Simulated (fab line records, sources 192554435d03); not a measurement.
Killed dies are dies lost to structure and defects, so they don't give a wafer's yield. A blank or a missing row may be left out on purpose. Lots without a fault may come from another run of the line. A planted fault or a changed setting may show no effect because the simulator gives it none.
Chamber matching | flow n5_finfet | N5_FIN_SAQP_MANDREL1_REMOVE_56 on rie_si-03: 4 sister chambers
The step chemistry HBr/Cl2/O2, target a-Si, stops on SiNx, bt time 10 s. 8 wafers are shown with their chamber, then 6 later ones without.

WAFERS WITH THEIR CHAMBER
wafer  | chamber | throttle_valve_pct (%) | oes_product_au (a.u.)
L704.2 | 3       | 36.52                  | 1.006
L704.5 | 0       | 36.55                  | 0.990
L705.1 | 3       | 36.53                  | 0.994
L705.4 | 0       | 36.56                  | 0.999
L706.4 | 2       | 36.41                  | 1.011
L706.6 | 1       | 36.80                  | 0.983
L709.1 | 1       | 36.80                  | 0.994
L709.4 | 2       | 36.41                  | 1.003

WAFERS WITHOUT THEIR CHAMBER
wafer  | throttle_valve_pct (%) | oes_product_au (a.u.)
L709.5 | 36.81                  | 0.988
L716.3 | 36.82                  | 0.991
L716.4 | 36.15                  | 0.983
L722.2 | 36.57                  | 0.997
L722.4 | 36.16                  | 0.977
L722.5 | 36.82                  | 0.992

WHICH CHAMBER EACH WENT THROUGH
wafer  | from the rows above | in truth
L709.5 | 1                   | 1
L716.3 | 1                   | 1
L716.4 | 2                   | 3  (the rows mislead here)
L722.2 | 0                   | 0
L722.4 | 2                   | 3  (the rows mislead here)
L722.5 | 1                   | 1
Placed correctly: 4 of 6. Can't be placed from these rows: 0. Placed wrongly: 2.
How it was worked out, from the rows above alone: a wafer's distance from a chamber is the root of the sum, over the readings, of the square of ((its reading less the chamber's mean) divided by the reading's scatter). The wafer belongs to the nearest chamber; if the next one is less than 2 further off, it can't be placed. A chamber's mean is the mean of its shown wafers. The scatter: the root of (the sum of the squares of (reading less its chamber's mean) over the shown wafers, divided by (wafers less chambers)).
